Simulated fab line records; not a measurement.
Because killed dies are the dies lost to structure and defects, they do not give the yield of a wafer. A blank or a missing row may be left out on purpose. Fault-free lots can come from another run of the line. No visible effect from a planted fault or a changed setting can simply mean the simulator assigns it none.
fab line records | flow n5-finfet | part 1 of 2: steps 1 to 14 of 25
record lots=5 wafers=15 last-day=22
route steps=1938 shown MOL_CONTACT_COAG@604
lots untouched by any fault: they come from a run of this same line in which no faults occurred
start-h: hours from the record's first day to the start of the lot's first wafer shown | wait-h: hours since the lot's step before | " the same as in the row above | L1.1+2: several wafers, shown together as one row | - no value present, or no start provided | * or withheld: withheld | < > ~ a bound
route shown NAME@n: a module of which the file shows steps, and the number in the route of the first | usual: mean and standard deviation over wafers with no fault | same: alike in all rows | chamber/n: place in a boat | sites: each site's reading | _std_site: their standard deviation | _edge_site: inner sites' mean taken away from outer sites' mean | radius-mm: for every site, how far away it sits from the centre of the wafer | mask NAME#n: copy n | behind: the tool/chamber that last shaped the wafer | hold: the reason the lot was held/the length of the hold in hours/how it ended | device: which transistor (n, p or np) failed to switch | end of line: the same wafers' tests at the end of the route | where a step has no rows: the recipe by itself | killed: the dies lost at the first sort to structure and to defects; this is not the yield of the wafer | map: a wafer's dies, marking killed ones x, the rest . and places with no die _
set.NAME: the setting as run; set.NAME@STEP: as run at that earlier step | model.NAME: the simulator's own value behind a step, which no gauge read
a table for each step, a row for each wafer; lots at some steps of the route
services: from which hour (start-h, from the record's first day; less than 0 if before it) a tool's chamber was out of use, for how many hours, and why
## steps
# step N5_MOL_CONTACT_COAG_INSPECT_42
# recipe mode=adi inspect-instrument=brightfield
# usual raw-defect-count=198/52
# columns lot.wafer tool chamber start-h wait-h raw-defect-count
L082.2 defect-inspect-01 - 148.50 0.0 205
L082.4 " - " " 153
L082.5 " - " " 184
L084.1 defect-inspect-02 - 160.79 0.1 214
L084.2 " - " " 176
L084.3 " - " " 150
L085.3 defect-inspect-02 - 167.49 0.0 268
L085.4 " - " " 211
L085.5 " - " " 216
L086.1 defect-inspect-01 - 172.85 0.1 280
L086.2 " - " " 364
L086.4 " - " " 244
L095.1 defect-inspect-01 - 224.24 0.1 207
L095.2 " - " " 243
L095.3 " - " " 185
# step N5_MOL_CONTACT_COAG_DESCUM_45
# recipe chemistry=O2 time-s=7 source-power-w=50 bias-power-w=20 pressure-mtorr=20 rf-frequency-hz=2.712e+07 temp-c=40 resist=CAR-EUV o2-flow-sccm=225
# usual bias-power-w=20.01/0.059 drypump-motor-current-A=5.7/0.42 oes-product-au=0.79/0.1 rf-vpp-V=243.6/1.5 showerhead-plenum-p-Torr=2.11/0.083 throttle-valve-pct=20.48/0.15
# columns lot.wafer tool chamber start-h wait-h bias-power-w drypump-motor-current-A oes-product-au rf-hours-counter-h rf-vpp-V showerhead-plenum-p-Torr throttle-valve-pct
L082.2 rie-diel-04 1 148.53 0.0 20.08 5.6 0.92 29 242.1 2.04 20.52
L082.4 " 0 " " 19.94 6.1 0.68 248 241.0 1.97 20.58
L082.5 " 2 " " 19.93 5.2 0.72 - 243.6 2.07 20.46
L084.1 rie-diel-04 2 160.98 0.2 20.07 5.1 0.70 203 242.8 2.06 20.48
L084.2 " 1 " " 19.99 5.5 0.92 33 242.7 2.04 20.52
L084.3 " 3 " " 19.97 5.1 0.70 227 244.2 2.16 20.64
L085.3 rie-diel-05 3 167.52 0.0 20.03 6.6 0.70 188 243.0 2.17 20.58
L085.4 " 0 " " 19.96 6.3 0.92 - 243.8 2.14 20.35
L085.5 " 3 " " 19.99 6.6 0.71 - 244.5 2.17 20.60
L086.1 rie-diel-02 0 173.68 0.8 20.02 5.6 0.71 190 241.1 1.99 20.37
L086.2 " 1 " " 19.97 5.7 0.73 164 245.0 2.18 20.42
L086.4 " 2 " " 20.02 5.7 0.80 95 245.9 2.19 20.47
L095.1 rie-diel-04 0 224.27 0.0 20.03 6.1 0.93 21 246.8 2.22 20.26
L095.2 " 1 " " 20.09 5.6 0.88 60 242.3 2.03 20.58
L095.3 " 2 " " 20.04 5.2 0.68 230 243.0 2.05 20.50
# step N5_MOL_CONTACT_COAG_ETCH_65
# recipe chemistry=N2/H2 target=underlayer target-depth-a=130 mask-material=CAR-EUV time-s=10.4 ion-energy-ev=200 pressure-mtorr=30 source-w=840 bias-w=150 n2-flow-sccm=200 h2-flow-sccm=200 ends=cleared
# usual drypump-motor-current-A=5.7/0.42 etch-rf-on-time-s=10.41/0.14 n2-flow-sccm=200.1/0.55 oes-product-au=0.68/0.087 rf-vpp-V=524.6/2.9 showerhead-plenum-p-Torr=2.57/0.1 throttle-valve-pct=17.93/0.14
# columns lot.wafer tool chamber start-h wait-h drypump-motor-current-A etch-rf-on-time-s n2-flow-sccm oes-product-au rf-hours-counter-h rf-vpp-V showerhead-plenum-p-Torr throttle-valve-pct
L082.2 rie-diel-04 1 148.57 0.0 5.6 10.35 199.7 0.79 29 522.5 2.49 17.96
L082.4 " 0 " " 6.1 10.41 199.6 0.58 248 519.9 2.41 18.11
L082.5 " 2 " " 5.2 10.39 200.1 0.61 - 521.9 2.51 17.85
L084.1 rie-diel-04 2 161.01 0.0 5.2 10.50 199.8 0.60 203 522.8 2.51 17.88
L084.2 " 1 " " 5.6 10.24 200.0 0.78 33 521.8 2.49 17.97
L084.3 " 3 " " 5.1 10.47 201.2 0.60 227 524.7 2.61 18.14
L085.3 rie-diel-05 3 167.56 0.0 6.6 10.59 199.8 0.60 188 525.0 2.63 17.95
L085.4 " 0 " " 6.3 10.32 200.0 0.80 - 525.3 2.61 17.90
L085.5 " 3 " " 6.6 10.44 200.2 0.61 - 525.9 2.63 17.96
L086.1 rie-diel-02 0 173.71 0.0 5.6 10.25 200.4 0.62 190 519.9 2.42 17.77
L086.2 " 1 " " 5.8 10.18 200.4 0.64 164 526.6 2.64 17.85
L086.4 " 2 " " 5.7 10.16 200.6 0.68 95 527.6 2.68 18.05
L095.1 rie-diel-04 0 224.31 0.0 6.1 10.34 199.9 0.79 21 529.1 2.72 17.73
L095.2 " 1 " " 5.6 10.66 200.6 0.73 60 521.5 2.48 18.00
L095.3 " 2 " " 5.2 10.70 200.2 0.58 230 523.1 2.50 17.90
# step N5_MOL_CONTACT_COAG_ETCH_66
# recipe chemistry=CF4 target=SiARC target-depth-a=130 mask-material=CAR-EUV time-s=21.7 ion-energy-ev=80 pressure-mtorr=40 source-w=545 bias-w=36 Ar_flow_sccm=100 cf4-flow-sccm=100 ends=cleared
# usual cf4-flow-sccm=100.02/0.29 drypump-motor-current-A=5.7/0.42 etch-rf-on-time-s=21.7/0.31 oes-product-au=0.68/0.087 rf-vpp-V=184.4/1.3 showerhead-plenum-p-Torr=2.16/0.078 throttle-valve-pct=15.66/0.17
# columns lot.wafer tool chamber start-h wait-h cf4-flow-sccm drypump-motor-current-A etch-rf-on-time-s oes-product-au rf-hours-counter-h rf-vpp-V showerhead-plenum-p-Torr throttle-valve-pct
L082.2 rie-diel-04 1 148.59 0.0 99.62 5.6 21.6 0.79 29 183.3 2.09 15.65
L082.4 " 0 " " 100.19 6.1 21.6 0.59 248 182.7 2.03 15.87
L082.5 " 2 " " 99.93 5.1 21.6 0.61 - 185.1 2.13 15.75
L084.1 rie-diel-04 2 161.03 0.0 100.06 5.1 21.9 0.60 203 184.5 2.12 15.76
L084.2 " 1 " " 100.19 5.6 21.8 0.78 33 183.9 2.09 15.66
L084.3 " 3 " " 100.15 5.1 22.1 0.60 227 184.5 2.20 15.79
L085.3 rie-diel-05 3 167.57 0.0 99.70 6.6 21.7 0.61 188 184.9 2.21 15.74
L085.4 " 0 " " 99.78 6.3 21.5 0.81 - 185.1 2.18 15.44
L085.5 " 3 " " 99.66 6.6 21.8 0.61 - 184.4 2.21 15.75
L086.1 rie-diel-02 0 173.73 0.0 99.94 5.6 21.9 0.62 190 183.9 2.05 15.60
L086.2 " 1 " " 100.32 5.7 21.6 0.63 164 185.1 2.22 15.62
L086.4 " 2 " " 100.42 5.7 21.7 0.69 95 185.8 2.24 15.64
L095.1 rie-diel-04 0 224.33 0.0 100.01 6.1 21.1 0.80 21 185.2 2.27 15.43
L095.2 " 1 " " 100.24 5.6 21.9 0.74 60 183.1 2.08 15.69
L095.3 " 2 " " 100.10 5.2 22.1 0.58 230 184.6 2.12 15.79
# step N5_MOL_CONTACT_COAG_ALD_133
# recipe material=SiO2 target-thk-a=50 temp-c=100 ald-precursor-family=BDEAS ald-co-reactant=O2-plasma pulse-time-s=1 co-reactant-pulse-time-s=1 purge-time-s=2 co-reactant-purge-time-s=2 ald-cycles=35 pressure-torr=2
# usual heater-power-w=77/7.7 precursor-pulse-height-rel=1.001/0.019
# same pulse-time-s=1
# columns lot.wafer tool chamber start-h wait-h heater-power-w precursor-pulse-height-rel
L082.2 ald-sin-04 0 148.67 0.1 82 0.996
L082.4 " 3 " " 90 0.983
L082.5 " 3 " " 90 1.008
L084.1 ald-sin-01 2 161.11 0.1 91 0.975
L084.2 " 0 " " 64 1.025
L084.3 " 1 " " 78 1.019
L085.3 ald-sin-04 0 167.65 0.1 81 0.984
L085.4 " 3 " " 90 0.989
L085.5 " 3 " " 89 0.989
L086.1 ald-sin-04 3 173.81 0.1 90 1.007
L086.2 " 2 " " 68 1.010
L086.4 " 0 " " 79 1.021
L095.1 ald-sin-01 2 226.08 1.7 93 1.026
L095.2 " 3 " " 78 1.002
L095.3 " 0 " " 65 1.008
# step N5_MOL_CONTACT_COAG_ETCHBACK_134
# recipe chemistry=CHF3 target=SiO2 target-depth-a=100 time-s=6.7 ion-energy-ev=200 pressure-mtorr=30 source-w=610 bias-w=170 Ar_flow_sccm=200 CHF3_flow_sccm=50
# usual drypump-motor-current-A=5.8/0.42 oes-product-au=0.77/0.091 rf-vpp-V=524/5.6 showerhead-plenum-p-Torr=2.41/0.087 throttle-valve-pct=18.80/0.17
# columns lot.wafer tool chamber start-h wait-h drypump-motor-current-A oes-product-au rf-hours-counter-h rf-vpp-V showerhead-plenum-p-Torr throttle-valve-pct
L082.2 rie-diel-02 2 148.85 0.1 5.7 0.81 86 533 2.50 18.76
L082.4 " 1 " " 5.8 0.75 155 523 2.47 18.69
L082.5 " 2 " " 5.7 0.81 - 533 2.50 18.76
L084.1 rie-diel-02 0 161.35 0.2 5.6 0.72 186 527 2.28 18.68
L084.2 " 1 " " 5.8 0.74 160 524 2.47 18.71
L084.3 " 2 " " 5.7 0.81 91 533 2.49 18.77
L085.3 rie-diel-02 1 167.85 0.1 5.8 0.74 162 523 2.47 18.70
L085.4 " 2 " " 5.7 0.81 93 533 2.49 18.78
L085.5 " 2 " " 5.7 0.81 - 531 2.49 18.77
L086.1 rie-diel-04 3 174.13 0.2 5.1 0.70 233 525 2.44 18.88
L086.2 " 2 " " 5.1 0.70 210 520 2.36 18.86
L086.4 " 2 " " 5.2 0.70 - 520 2.36 18.84
L095.1 rie-diel-05 1 226.26 0.1 5.4 0.92 18 523 2.54 18.49
L095.2 " 2 " " 5.8 0.70 240 518 2.44 19.14
L095.3 " 3 " " 6.6 0.70 208 521 2.45 18.87
# step N5_MOL_CONTACT_COAG_ETCH_67
# recipe chemistry=N2/H2 target=SOC target-depth-a=600 overetch-a=210 mask-material=SiARC temp-c=40 time-s=101.2 ion-energy-ev=200 pressure-mtorr=30 source-w=840 bias-w=150 n2-flow-sccm=200 h2-flow-sccm=200
# usual drypump-motor-current-A=5.8/0.41 n2-flow-sccm=200.0/0.6 oes-product-au=0.65/0.073 rf-vpp-V=524.8/3 showerhead-plenum-p-Torr=2.58/0.1 throttle-valve-pct=17.93/0.14
# columns lot.wafer tool chamber start-h wait-h drypump-motor-current-A n2-flow-sccm oes-product-au rf-hours-counter-h rf-vpp-V showerhead-plenum-p-Torr throttle-valve-pct
L082.2 rie-diel-02 2 148.88 0.0 5.7 199.4 0.68 86 528.8 2.68 17.99
L082.4 " 1 " " 5.8 199.5 0.63 155 527.0 2.65 17.78
L082.5 " 2 " " 5.7 202.0 0.68 - 526.8 2.68 17.99
L084.1 rie-diel-02 0 161.39 0.0 5.6 199.7 0.61 186 520.9 2.43 17.72
L084.2 " 1 " " 5.8 199.8 0.63 160 527.7 2.64 17.80
L084.3 " 2 " " 5.7 199.2 0.67 91 527.1 2.68 17.99
L085.3 rie-diel-02 1 167.88 0.0 5.8 200.0 0.62 162 527.5 2.64 17.80
L085.4 " 2 " " 5.7 200.1 0.68 93 528.8 2.68 18.00
L085.5 " 2 " " 5.7 199.5 0.68 - 526.7 2.68 18.00
L086.1 rie-diel-04 3 174.16 0.0 5.1 200.3 0.59 233 525.2 2.61 18.14
L086.2 " 2 " " 5.1 199.9 0.60 210 522.3 2.51 17.83
L086.4 " 2 " " 5.2 200.0 0.58 - 524.3 2.51 17.82
L095.1 rie-diel-05 1 226.29 0.0 5.4 199.9 0.77 18 530.0 2.72 17.72
L095.2 " 2 " " 5.8 199.3 0.57 240 527.9 2.61 18.18
L095.3 " 3 " " 6.6 199.0 0.59 208 526.5 2.62 17.95
# step N5_MOL_CONTACT_COAG_STRIP_68
# recipe chemistry=N2/H2 temp-c=40 n2-flow-sccm=200 h2-flow-sccm=200 rf-frequency-hz=6e+07
# columns lot.wafer tool chamber start-h wait-h
L082.2+4+5 rie-diel-02 2,1,2 148.95 0.0
L084.1+2+3 rie-diel-02 0,1,2 161.46 0.0
L085.3+4+5 rie-diel-02 1,2,2 167.95 0.0
L086.1+2+4 rie-diel-04 3,2,2 174.23 0.0
L095.1+2+3 rie-diel-05 1,2,3 226.36 0.0
# step N5_MOL_CONTACT_COAG_STRIP_69
# recipe chemistry=N2/H2 temp-c=40 n2-flow-sccm=200 h2-flow-sccm=200 rf-frequency-hz=6e+07
# columns lot.wafer tool chamber start-h wait-h
L082.2+4+5 rie-diel-02 2,1,2 148.96 0.0
L084.1+2+3 rie-diel-02 0,1,2 161.47 0.0
L085.3+4+5 rie-diel-02 1,2,2 167.96 0.0
L086.1+2+4 rie-diel-04 3,2,2 174.24 0.0
L095.1+2+3 rie-diel-05 1,2,3 226.37 0.0
# step N5_MOL_CONTACT_COAG_ETCHBACK_136
# recipe chemistry=CHF3 target=SiO2 target-depth-a=250 time-s=16.7 ion-energy-ev=200 pressure-mtorr=30 source-w=610 bias-w=170 Ar_flow_sccm=200 CHF3_flow_sccm=50
# usual drypump-motor-current-A=5.8/0.41 oes-product-au=0.77/0.091 rf-vpp-V=524/5.5 showerhead-plenum-p-Torr=2.41/0.087 throttle-valve-pct=18.80/0.17
# columns lot.wafer tool chamber start-h wait-h drypump-motor-current-A oes-product-au rf-hours-counter-h rf-vpp-V showerhead-plenum-p-Torr throttle-valve-pct
L082.2 rie-diel-02 2 148.97 0.0 5.7 0.81 86 531 2.50 18.77
L082.4 " 1 " " 5.8 0.75 155 523 2.47 18.68
L082.5 " 2 " " 5.7 0.81 - 531 2.50 18.76
L084.1 rie-diel-02 0 161.48 0.0 5.6 0.71 186 526 2.28 18.69
L084.2 " 1 " " 5.7 0.74 160 523 2.47 18.68
L084.3 " 2 " " 5.7 0.80 91 532 2.49 18.75
L085.3 rie-diel-02 1 167.97 0.0 5.8 0.75 162 525 2.47 18.71
L085.4 " 2 " " 5.6 0.80 93 533 2.49 18.77
L085.5 " 2 " " 5.7 0.82 - 530 2.49 18.78
L086.1 rie-diel-04 3 174.25 0.0 5.1 0.70 234 525 2.44 18.90
L086.2 " 2 " " 5.2 0.70 210 518 2.36 18.85
L086.4 " 2 " " 5.2 0.71 - 519 2.36 18.86
L095.1 rie-diel-05 1 226.38 0.0 5.4 0.91 18 523 2.54 18.50
L095.2 " 2 " " 5.8 0.68 240 519 2.44 19.15
L095.3 " 3 " " 6.6 0.70 208 520 2.45 18.87
# step N5_MOL_CONTACT_COAG_STRIP_120
# recipe chemistry=CHF3 resist=SiARC rf-frequency-hz=6e+07
# columns lot.wafer tool chamber start-h wait-h
L082.2+4+5 rie-diel-02 2,1,2 148.99 0.0
L084.1+2+3 rie-diel-02 0,1,2 161.50 0.0
L085.3+4+5 rie-diel-02 1,2,2 168.00 0.0
L086.1+2+4 rie-diel-04 3,2,2 174.28 0.0
L095.1+2+3 rie-diel-05 1,2,3 226.41 0.0
# step N5_MOL_CONTACT_COAG_VIA_ETCH_117
# recipe chemistry=C4F6/O2 target-depth-a=400 overetch-a=80 mask-material=SOC target=SiO2 bias-w=455 pressure-mtorr=10 time-s=26 source-w=325 Ar_flow_sccm=300 C4F6_flow_sccm=10 O2_flow_sccm=10 ion-energy-ev=575.3 ends=end-point
# usual drypump-motor-current-A=5.8/0.42 oes-product-au=0.70/0.076 rf-vpp-V=1588/16 showerhead-plenum-p-Torr=2.88/0.1 throttle-valve-pct=41.11/0.15
# columns lot.wafer tool chamber start-h wait-h drypump-motor-current-A oes-product-au rf-hours-counter-h rf-vpp-V showerhead-plenum-p-Torr throttle-valve-pct
L082.2 rie-diel-02 2 149.00 0.0 5.6 0.72 86 1610 2.98 41.28
L082.4 " 1 " " 5.8 0.68 155 1586 2.95 40.86
L082.5 " 2 " " 5.7 0.72 - 1610 2.97 41.27
L084.1 rie-diel-02 0 161.51 0.0 5.6 0.65 186 1592 2.72 41.08
L084.2 " 1 " " 5.8 0.68 160 1585 2.95 40.89
L084.3 " 2 " " 5.6 0.73 91 1611 2.97 41.26
L085.3 rie-diel-02 1 168.01 0.0 5.8 0.67 162 1584 2.95 40.87
L085.4 " 2 " " 5.7 0.72 93 1611 2.97 41.28
L085.5 " 2 " " 5.7 0.72 - 1609 2.97 41.26
L086.1 rie-diel-04 3 174.29 0.0 5.1 0.63 234 1592 2.91 41.13
L086.2 " 2 " " 5.2 0.63 210 1575 2.81 41.18
L086.4 " 2 " " 5.2 0.63 - 1574 2.81 41.19
L095.1 rie-diel-05 1 226.42 0.0 5.4 0.82 18 1587 3.02 40.92
L095.2 " 2 " " 5.8 0.62 240 1571 2.91 41.35
L095.3 " 3 " " 6.7 0.63 208 1581 2.93 41.09
# step N5_MOL_CONTACT_COAG_ETCH_124
# recipe chemistry=CH3F/O2 target=SiNx target-depth-a=65 mask-material=SOC stop-on=SiOC over-etch-frac=0.3 ion-energy-ev=120 pressure-mtorr=30 source-w=395 bias-w=73 Ar_flow_sccm=150 CH3F_flow_sccm=30 O2_flow_sccm=20 ends=end-point
# usual drypump-motor-current-A=5.8/0.41 oes-product-au=0.66/0.074 rf-vpp-V=297/3.3 showerhead-plenum-p-Torr=2.03/0.076 throttle-valve-pct=16.39/0.18
# columns lot.wafer tool chamber start-h wait-h drypump-motor-current-A oes-product-au rf-hours-counter-h rf-vpp-V showerhead-plenum-p-Torr throttle-valve-pct
L082.2 rie-diel-02 2 149.03 0.0 5.7 0.70 86 301 2.10 16.33
L082.4 " 1 " " 5.8 0.64 155 297 2.08 16.31
L082.5 " 2 " " 5.7 0.70 - 303 2.10 16.33
L084.1 rie-diel-02 0 161.54 0.0 5.6 0.61 186 299 1.91 16.31
L084.2 " 1 " " 5.8 0.63 160 297 2.08 16.32
L084.3 " 2 " " 5.7 0.69 91 302 2.10 16.34
L085.3 rie-diel-02 1 168.03 0.0 5.8 0.63 162 298 2.08 16.30
L085.4 " 2 " " 5.6 0.68 93 302 2.10 16.35
L085.5 " 2 " " 5.7 0.69 - 300 2.10 16.35
L086.1 rie-diel-04 3 174.32 0.0 5.1 0.60 234 298 2.05 16.50
L086.2 " 2 " " 5.1 0.60 210 296 1.98 16.48
L086.4 " 2 " " 5.1 0.60 - 295 1.98 16.47
L095.1 rie-diel-05 1 226.45 0.0 5.4 0.78 18 298 2.13 16.06
L095.2 " 2 " " 5.8 0.58 240 294 2.05 16.77
L095.3 " 3 " " 6.6 0.59 208 297 2.06 16.51
# step N5_MOL_CONTACT_COAG_ETCH_48
# recipe chemistry=C4F6/O2 target-depth-a=150 overetch-a=45 mask-material=SOC target=SiOC bias-w=465 pressure-mtorr=10 time-s=17 source-w=335 Ar_flow_sccm=300 C4F6_flow_sccm=10 O2_flow_sccm=10 ion-energy-ev=576
# usual drypump-motor-current-A=5.8/0.41 oes-product-au=0.66/0.081 rf-vpp-V=1589/16 showerhead-plenum-p-Torr=2.88/0.1 throttle-valve-pct=40.66/0.15
# columns lot.wafer tool chamber start-h wait-h drypump-motor-current-A oes-product-au rf-hours-counter-h rf-vpp-V showerhead-plenum-p-Torr throttle-valve-pct
L082.2 rie-diel-02 2 149.07 0.0 5.7 0.65 86 1612 2.98 40.79
L082.4 " 1 " " 5.8 0.62 155 1586 2.95 40.42
L082.5 " 2 " " 5.7 0.66 - 1612 2.98 40.80
L084.1 rie-diel-02 0 161.58 0.0 5.6 0.64 186 1596 2.72 40.64
L084.2 " 1 " " 5.8 0.65 160 1588 2.95 40.43
L084.3 " 2 " " 5.6 0.69 91 1612 2.97 40.80
L085.3 rie-diel-02 1 168.07 0.0 5.8 0.60 162 1588 2.95 40.42
L085.4 " 2 " " 5.7 0.64 93 1611 2.97 40.81
L085.5 " 2 " " 5.7 0.67 - 1612 2.97 40.81
L086.1 rie-diel-04 3 174.36 0.0 5.1 0.60 234 1595 2.91 40.67
L086.2 " 2 " " 5.1 0.62 210 1576 2.81 40.74
L086.4 " 2 " " 5.2 0.63 - 1576 2.81 40.73
L095.1 rie-diel-05 1 226.49 0.0 5.4 0.77 18 1588 3.02 40.45
L095.2 " 2 " " 5.8 0.62 240 1571 2.91 40.91
L095.3 " 3 " " 6.6 0.61 208 1583 2.93 40.64
